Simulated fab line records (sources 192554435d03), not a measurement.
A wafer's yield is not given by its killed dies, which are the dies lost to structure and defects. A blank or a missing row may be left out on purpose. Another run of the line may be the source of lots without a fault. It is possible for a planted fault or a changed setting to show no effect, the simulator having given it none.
The tool behind it: which one?    flow n5_finfet    24 lots, 72 wafers sampled, at 6 steps of a route of 1938

WHAT EACH GAUGE READ, for each wafer
No reading from a measuring or inspecting step in the record can be judged against a usual standard deviation.

TOOL THAT RAN EACH LOT (tool first, then ch and the chambers of the sampled wafers, then the start)
lot   N5_HKMG_FIN_CMP_94             N5_GATE_CUT_STRIP_59                N5_GATE_CUT_CUT_ETCH_53            N5_GATE_CUT_ETCH_47                N5_GATE_CUT_VAPOR_ETCH_48          N5_GATE_CUT_STRIP_21
L074  cmp-02 ch 0,1,2, day 4 07:40   rie_diel-03 ch 0,3, day 4 08:19     rie_metal-03 ch 0,1, day 4 12:22   rie_metal-03 ch 0,1, day 4 12:31   rie_metal-03 ch 0,1, day 4 12:32   plasma_asher-01 ch 0,1, day 4 12:39
L075  cmp-01 ch 2,3, day 4 17:16     rie_diel-05 ch 0,1,2, day 4 18:02   rie_metal-01 ch 0,1, day 4 21:43   rie_metal-01 ch 0,1, day 4 21:52   rie_metal-01 ch 0,1, day 4 21:54   plasma_asher-02 ch 0,1, day 4 22:04
L076  cmp-01 ch 0,2,3, day 4 23:42   rie_diel-03 ch 0,2,3, day 5 00:26   rie_metal-01 ch 0,1, day 5 04:49   rie_metal-01 ch 0,1, day 5 04:58   rie_metal-01 ch 0,1, day 5 05:00   plasma_asher-01 ch 1, day 5 05:07
L077  cmp-01 ch 0,1, day 5 02:40     rie_diel-03 ch 0,3, day 5 03:19     rie_metal-03 ch 0,1, day 5 07:15   rie_metal-03 ch 0,1, day 5 07:23   rie_metal-03 ch 0,1, day 5 07:25   plasma_asher-02 ch 0,1, day 5 07:32
L078  cmp-02 ch 0,1,2, day 5 10:37   rie_diel-03 ch 0,2,3, day 5 11:22   rie_metal-03 ch 0,1, day 5 15:02   rie_metal-03 ch 0,1, day 5 15:11   rie_metal-03 ch 0,1, day 5 15:13   plasma_asher-01 ch 0,1, day 5 15:19
L079  cmp-04 ch 1,2,3, day 5 13:17   rie_diel-03 ch 0,2,3, day 5 14:04   rie_metal-02 ch 1, day 5 17:45     rie_metal-02 ch 1, day 5 18:03     rie_metal-02 ch 1, day 5 18:07     plasma_asher-01 ch 1, day 5 18:19
L080  cmp-04 ch 0,1,2, day 6 01:20   rie_diel-05 ch 0,1, day 6 02:12     rie_metal-03 ch 0,1, day 6 05:59   rie_metal-03 ch 0,1, day 6 06:08   rie_metal-03 ch 0,1, day 6 06:10   plasma_asher-02 ch 0,1, day 6 06:17
L081  cmp-04 ch 0,2,3, day 6 02:47   rie_diel-04 ch 0,1,2, day 6 03:43   rie_metal-01 ch 0,1, day 6 07:35   rie_metal-01 ch 0,1, day 6 07:44   rie_metal-01 ch 0,1, day 6 07:46   plasma_asher-02 ch 0,1, day 6 07:53
L082  cmp-04 ch 1,3, day 6 09:49     rie_diel-03 ch 0,1,2, day 6 10:44   rie_metal-03 ch 0,1, day 6 14:53   rie_metal-03 ch 0,1, day 6 15:02   rie_metal-03 ch 0,1, day 6 15:04   plasma_asher-01 ch 0,1, day 6 15:10
L084  cmp-04 ch 0,1, day 6 19:33     rie_diel-03 ch 0,1,2, day 6 20:13   rie_metal-03 ch 0,1, day 7 00:01   rie_metal-03 ch 0,1, day 7 00:10   rie_metal-03 ch 0,1, day 7 00:11   plasma_asher-01 ch 0,1, day 7 00:18
L083  cmp-02 ch 0,1,2, day 6 21:31   rie_diel-05 ch 0,3, day 6 22:05     rie_metal-01 ch 0,1, day 7 02:12   rie_metal-01 ch 0,1, day 7 02:21   rie_metal-01 ch 0,1, day 7 02:23   plasma_asher-01 ch 0,1, day 7 02:29
L085  cmp-02 ch 1,2,3, day 7 05:38   rie_diel-05 ch 0,1, day 7 06:14     rie_metal-02 ch 0,1, day 7 09:59   rie_metal-02 ch 0,1, day 7 10:08   rie_metal-02 ch 0,1, day 7 10:10   plasma_asher-01 ch 0,1, day 7 10:17
L086  cmp-02 ch 1,3, day 7 07:30     rie_diel-03 ch 0,1,2, day 7 08:10   rie_metal-03 ch 0,1, day 7 12:21   rie_metal-03 ch 0,1, day 7 12:29   rie_metal-03 ch 0,1, day 7 12:31   plasma_asher-01 ch 0,1, day 7 12:40
L087  cmp-01 ch 1,2,3, day 7 13:49   rie_diel-05 ch 2,3, day 7 14:28     rie_metal-03 ch 0,1, day 7 18:16   rie_metal-03 ch 0,1, day 7 18:25   rie_metal-03 ch 0,1, day 7 18:27   plasma_asher-01 ch 0,1, day 7 18:34
L088  cmp-04 ch 1,2, day 7 16:52     rie_diel-04 ch 0,1, day 7 17:32     rie_metal-02 ch 0,1, day 7 21:13   rie_metal-02 ch 0,1, day 7 21:22   rie_metal-02 ch 0,1, day 7 21:23   plasma_asher-02 ch 0,1, day 7 21:30
L089  cmp-01 ch 0,1,3, day 8 04:15   rie_diel-03 ch 1,3, day 8 04:55     rie_metal-02 ch 0,1, day 8 08:43   rie_metal-02 ch 0,1, day 8 08:52   rie_metal-02 ch 0,1, day 8 08:53   plasma_asher-02 ch 0,1, day 8 09:00
L090  cmp-04 ch 0,2,3, day 8 06:49   rie_diel-04 ch 1,2,3, day 8 07:28   rie_metal-01 ch 0,1, day 8 11:08   rie_metal-01 ch 0,1, day 8 11:17   rie_metal-01 ch 0,1, day 8 11:19   plasma_asher-02 ch 0,1, day 8 11:26
L091  cmp-01 ch 0,2,3, day 8 13:55   rie_diel-05 ch 2,3, day 8 14:43     rie_metal-02 ch 0,1, day 8 18:52   rie_metal-02 ch 0,1, day 8 19:01   rie_metal-02 ch 0,1, day 8 19:02   plasma_asher-01 ch 0,1, day 8 19:10
L092  cmp-04 ch 0,1,2, day 8 23:44   rie_diel-03 ch 0,2,3, day 9 00:30   rie_metal-03 ch 0,1, day 9 04:25   rie_metal-03 ch 0,1, day 9 04:34   rie_metal-03 ch 0,1, day 9 04:35   plasma_asher-01 ch 0,1, day 9 04:43
L093  cmp-01 ch 1,3, day 9 01:05     rie_diel-04 ch 0,1,2, day 9 01:43   rie_metal-01 ch 0,1, day 9 05:44   rie_metal-01 ch 0,1, day 9 05:53   rie_metal-01 ch 0,1, day 9 05:55   plasma_asher-01 ch 0,1, day 9 06:02
L094  cmp-02 ch 1,2,3, day 9 07:35   rie_diel-05 ch 0,1,3, day 9 08:13   rie_metal-03 ch 0,1, day 9 11:55   rie_metal-03 ch 0,1, day 9 12:04   rie_metal-03 ch 0,1, day 9 12:05   plasma_asher-02 ch 0,1, day 9 12:12
L095  cmp-02 ch 0,2,3, day 9 14:51   rie_diel-05 ch 0,1,2, day 9 15:31   rie_metal-02 ch 0,1, day 9 19:25   rie_metal-02 ch 0,1, day 9 19:34   rie_metal-02 ch 0,1, day 9 19:35   plasma_asher-02 ch 0,1, day 9 19:42
L096  cmp-01 ch 0,1,3, day 9 18:19   rie_diel-05 ch 0,1,3, day 9 19:04   rie_metal-02 ch 0,1, day 9 23:19   rie_metal-02 ch 0,1, day 9 23:28   rie_metal-02 ch 0,1, day 9 23:29   plasma_asher-02 ch 0,1, day 9 23:36
L097  cmp-01 ch 0,1,3, day 10 02:49  rie_diel-03 ch 1,2,3, day 10 03:26  rie_metal-02 ch 0,1, day 10 07:07  rie_metal-02 ch 0,1, day 10 07:16  rie_metal-02 ch 0,1, day 10 07:18  plasma_asher-01 ch 0,1, day 10 07:25
- N5_HKMG_FIN_CMP_94: polishes, stops on SiNx, t overpolish 4.7 s, target thk 43.299 nm.
- N5_GATE_CUT_STRIP_59: strips in N2/H2, time 20 s.
- N5_GATE_CUT_CUT_ETCH_53: etches W in SF6/Cl2, target depth 79.2 nm.
- N5_GATE_CUT_ETCH_47: etches SiO2 in Cl2/BCl3, target depth 10 nm.
- N5_GATE_CUT_VAPOR_ETCH_48: etches TiN in BCl3/Cl2.
- N5_GATE_CUT_STRIP_21: strips in N2/H2, time 30 s.

AS READ BY THE TOOLS THEMSELVES (means over the sampled wafers that have a number; for cases with no such wafer, the mark the record gives instead)
N5_HKMG_FIN_CMP_94. Usual: motor_current_A 12.9 A, standard deviation 1.6; slurry_filter_dp_kPa 13.50 kPa, standard deviation 0.15.
lot   tool    motor_current_A (A)  slurry_filter_dp_kPa (kPa)  flag
L074  cmp-02  12.8                 13.61                       
L075  cmp-01  11.5                 13.48                       
L076  cmp-01  13.3                 13.35                       
L077  cmp-01  13.2                 13.52                       
L078  cmp-02  13.1                 13.60                       
L079  cmp-04  12.6                 13.42                       
L080  cmp-04  12.9                 13.63                       
L081  cmp-04  12.9                 13.50                       
L082  cmp-04  12.5                 13.51                       
L084  cmp-04  13.1                 13.36                       
L083  cmp-02  13.4                 13.64                       
L085  cmp-02  12.5                 13.57                       
L086  cmp-02  12.9                 13.51                       
L087  cmp-01  13.0                 13.42                       
L088  cmp-04  13.2                 13.65                       
L089  cmp-01  14.0                 13.49                       
L090  cmp-04  12.6                 13.44                       
L091  cmp-01  13.1                 13.36                       
L092  cmp-04  13.2                 13.50                       
L093  cmp-01  13.8                 13.45                       
L094  cmp-02  12.6                 13.43                       
L095  cmp-02  12.3                 13.39                       
L096  cmp-01  14.1                 13.61                       
L097  cmp-01  14.3                 13.44                       

N5_GATE_CUT_STRIP_59. Usual: bias_power_w 3.000 W, standard deviation 0.0087; drypump_motor_current_A 5.7 A, standard deviation 0.44; oes_product_au 0.81 a.u., standard deviation 0.083; rf_vpp_V 45.3 V, standard deviation 0.89; showerhead_plenum_p_Torr 3.40 Torr, standard deviation 0.13; throttle_valve_pct 12.20 %, standard deviation 0.25.
lot   tool         bias_power_w (W)  drypump_motor_current_A (A)  oes_product_au (a.u.)  rf_vpp_V (V)  showerhead_plenum_p_Torr (Torr)  throttle_valve_pct (%)  flag
L074  rie_diel-03  2.994             5.9                          0.71                   45.0          3.26                             12.65                   
L075  rie_diel-05  3.001             5.7                          0.92                   45.0          3.49                             12.06                   
L076  rie_diel-03  3.005             5.9                          0.78                   45.6          3.33                             12.32                   
L077  rie_diel-03  2.999             5.6                          0.74                   45.0          3.32                             12.47                   
L078  rie_diel-03  3.004             5.9                          0.77                   45.6          3.33                             12.32                   
L079  rie_diel-03  2.999             5.9                          0.77                   45.6          3.33                             12.34                   
L080  rie_diel-05  2.996             5.6                          0.91                   44.7          3.49                             12.01                   
L081  rie_diel-04  2.990             5.5                          0.79                   44.4          3.39                             12.18                   
L082  rie_diel-03  2.997             5.9                          0.78                   44.9          3.35                             12.14                   
L084  rie_diel-03  3.006             5.9                          0.79                   45.1          3.34                             12.14                   
L083  rie_diel-05  3.000             5.6                          0.77                   45.2          3.33                             12.27                   
L085  rie_diel-05  3.010             5.7                          0.89                   45.4          3.48                             12.04                   
L086  rie_diel-03  2.998             5.9                          0.79                   45.2          3.34                             12.15                   
L087  rie_diel-05  3.007             5.4                          0.76                   44.8          3.41                             12.21                   
L088  rie_diel-04  3.003             5.7                          0.83                   44.7          3.32                             12.31                   
L089  rie_diel-03  3.004             6.0                          0.80                   45.2          3.34                             12.25                   
L090  rie_diel-04  2.994             5.4                          0.77                   44.9          3.34                             12.25                   
L091  rie_diel-05  3.004             5.5                          0.81                   45.1          3.48                             12.20                   
L092  rie_diel-03  2.999             5.9                          0.85                   46.3          3.46                             12.16                   
L093  rie_diel-04  2.994             5.5                          0.78                   44.8          3.38                             12.24                   
L094  rie_diel-05  2.999             5.7                          0.81                   45.8          3.40                             12.19                   
L095  rie_diel-05  3.005             5.7                          0.85                   45.9          3.47                             12.16                   
L096  rie_diel-05  2.998             5.7                          0.80                   45.9          3.40                             12.20                   
L097  rie_diel-03  3.000             6.1                          0.82                   45.3          3.40                             12.16                   

N5_GATE_CUT_CUT_ETCH_53. Usual: SF6_flow_sccm 39.99 sccm, standard deviation 0.13; drypump_motor_current_A 5.8 A, standard deviation 0.41; etch_rf_on_time_s 26.0 s, standard deviation 0.44; oes_product_au 0.69 a.u., standard deviation 0.073; throttle_valve_pct 28.71 %, standard deviation 0.17.
lot   tool          SF6_flow_sccm (sccm)  drypump_motor_current_A (A)  etch_rf_on_time_s (s)  oes_product_au (a.u.)  throttle_valve_pct (%)  flag
L074  rie_metal-03  40.11                 5.7                          26.1                   0.67                   28.82                   
L075  rie_metal-01  39.84                 6.2                          26.3                   0.66                   28.54                   
L076  rie_metal-01  40.05                 6.2                          26.1                   0.66                   28.54                   
L077  rie_metal-03  40.14                 5.7                          26.4                   0.66                   28.83                   
L078  rie_metal-03  39.92                 5.6                          26.3                   0.66                   28.83                   
L079  rie_metal-02  39.92                 6.0                          25.6                   0.70                   28.77                   
L080  rie_metal-03  40.07                 5.7                          26.6                   0.66                   28.84                   
L081  rie_metal-01  39.90                 6.2                          25.9                   0.66                   28.55                   
L082  rie_metal-03  39.91                 5.7                          26.7                   0.65                   28.83                   
L084  rie_metal-03  40.04                 5.7                          26.5                   0.65                   28.84                   
L083  rie_metal-01  39.82                 6.2                          26.1                   0.65                   28.55                   
L085  rie_metal-02  40.10                 5.7                          25.6                   0.75                   28.72                   
L086  rie_metal-03  39.92                 5.7                          26.3                   0.66                   28.84                   
L087  rie_metal-03  40.03                 5.7                          26.5                   0.65                   28.85                   
L088  rie_metal-02  40.02                 5.5                          25.5                   0.81                   28.64                   
L089  rie_metal-02  39.99                 5.5                          25.7                   0.80                   28.64                   
L090  rie_metal-01  40.11                 6.2                          25.9                   0.65                   28.55                   
L091  rie_metal-02  39.95                 5.7                          25.6                   0.73                   28.71                   
L092  rie_metal-03  39.89                 5.7                          26.6                   0.65                   28.84                   
L093  rie_metal-01  39.88                 6.4                          26.3                   0.67                   28.47                   
L094  rie_metal-03  39.98                 5.7                          26.3                   0.65                   28.85                   
L095  rie_metal-02  39.98                 5.7                          25.7                   0.73                   28.72                   
L096  rie_metal-02  40.03                 5.8                          25.6                   0.72                   28.71                   
L097  rie_metal-02  40.09                 5.5                          25.7                   0.77                   28.65                   

N5_GATE_CUT_ETCH_47. Usual: drypump_motor_current_A 5.8 A, standard deviation 0.41; oes_product_au 0.76 a.u., standard deviation 0.076; throttle_valve_pct 22.61 %, standard deviation 0.15.
lot   tool          drypump_motor_current_A (A)  oes_product_au (a.u.)  throttle_valve_pct (%)  flag
L074  rie_metal-03  5.7                          0.74                   22.74                   
L075  rie_metal-01  6.2                          0.73                   22.48                   
L076  rie_metal-01  6.2                          0.72                   22.48                   
L077  rie_metal-03  5.7                          0.74                   22.73                   
L078  rie_metal-03  5.6                          0.74                   22.74                   
L079  rie_metal-02  6.0                          0.76                   22.60                   
L080  rie_metal-03  5.7                          0.74                   22.74                   
L081  rie_metal-01  6.2                          0.72                   22.48                   
L082  rie_metal-03  5.7                          0.73                   22.75                   
L084  rie_metal-03  5.7                          0.73                   22.75                   
L083  rie_metal-01  6.2                          0.71                   22.48                   
L085  rie_metal-02  5.7                          0.82                   22.56                   
L086  rie_metal-03  5.7                          0.72                   22.75                   
L087  rie_metal-03  5.6                          0.73                   22.76                   
L088  rie_metal-02  5.5                          0.89                   22.52                   
L089  rie_metal-02  5.5                          0.87                   22.53                   
L090  rie_metal-01  6.2                          0.71                   22.50                   
L091  rie_metal-02  5.7                          0.80                   22.57                   
L092  rie_metal-03  5.6                          0.71                   22.75                   
L093  rie_metal-01  6.4                          0.74                   22.41                   
L094  rie_metal-03  5.6                          0.71                   22.76                   
L095  rie_metal-02  5.8                          0.79                   22.57                   
L096  rie_metal-02  5.7                          0.79                   22.58                   
L097  rie_metal-02  5.5                          0.85                   22.54                   

N5_GATE_CUT_VAPOR_ETCH_48. Usual: drypump_motor_current_A 5.8 A, standard deviation 0.41; oes_product_au 0.76 a.u., standard deviation 0.078.
lot   tool          drypump_motor_current_A (A)  oes_product_au (a.u.)  flag
L074  rie_metal-03  5.6                          0.74                   
L075  rie_metal-01  6.2                          0.73                   
L076  rie_metal-01  6.2                          0.72                   
L077  rie_metal-03  5.6                          0.74                   
L078  rie_metal-03  5.7                          0.74                   
L079  rie_metal-02  6.0                          0.76                   
L080  rie_metal-03  5.6                          0.74                   
L081  rie_metal-01  6.2                          0.72                   
L082  rie_metal-03  5.7                          0.74                   
L084  rie_metal-03  5.6                          0.73                   
L083  rie_metal-01  6.2                          0.71                   
L085  rie_metal-02  5.7                          0.83                   
L086  rie_metal-03  5.7                          0.72                   
L087  rie_metal-03  5.7                          0.72                   
L088  rie_metal-02  5.5                          0.89                   
L089  rie_metal-02  5.5                          0.88                   
L090  rie_metal-01  6.2                          0.71                   
L091  rie_metal-02  5.7                          0.81                   
L092  rie_metal-03  5.6                          0.72                   
L093  rie_metal-01  6.4                          0.73                   
L094  rie_metal-03  5.6                          0.72                   
L095  rie_metal-02  5.7                          0.80                   
L096  rie_metal-02  5.7                          0.79                   
L097  rie_metal-02  5.5                          0.86                   

N5_GATE_CUT_STRIP_21. Usual: drypump_motor_current_A 5.9 A, standard deviation 0.47; heater_power_w 322 W, standard deviation 31.
lot   tool             drypump_motor_current_A (A)  heater_power_w (W)  flag
L074  plasma_asher-01  6.3                          296                 
L075  plasma_asher-02  5.7                          338                 
L076  plasma_asher-01  5.8                          331                 
L077  plasma_asher-02  5.5                          347                 
L078  plasma_asher-01  6.1                          315                 
L079  plasma_asher-01  5.8                          330                 
L080  plasma_asher-02  5.7                          330                 
L081  plasma_asher-02  5.7                          340                 
L082  plasma_asher-01  6.1                          317                 
L084  plasma_asher-01  6.3                          299                 
L083  plasma_asher-01  6.3                          299                 
L085  plasma_asher-01  6.1                          309                 
L086  plasma_asher-01  6.1                          314                 
L087  plasma_asher-01  6.3                          297                 
L088  plasma_asher-02  5.5                          350                 
L089  plasma_asher-02  5.7                          340                 
L090  plasma_asher-02  5.5                          355                 
L091  plasma_asher-01  6.0                          309                 
L092  plasma_asher-01  6.1                          311                 
L093  plasma_asher-01  6.3                          293                 
L094  plasma_asher-02  5.7                          341                 
L095  plasma_asher-02  5.5                          351                 
L096  plasma_asher-02  5.5                          350                 
L097  plasma_asher-01  6.1                          314                 

THE ANSWER, worked out from the rows above alone
Rule: lot off if the mean of its wafers having a number is beyond 3 standard deviations from the usual mean. A lot without any number at a reading at which 4 lots or more have one is off too. Any other lot the step has rows for is counted as sound. First the gauges in route order, then the tools' own readings, where a lot's mean is used as printed above. At the first step where some lot is off, the reading lying furthest off is the one used; lots without a number count as furthest.
None of the lots is off at any reading shown; this tells nothing.

WHAT THE SIMULATOR HAD INSERTED
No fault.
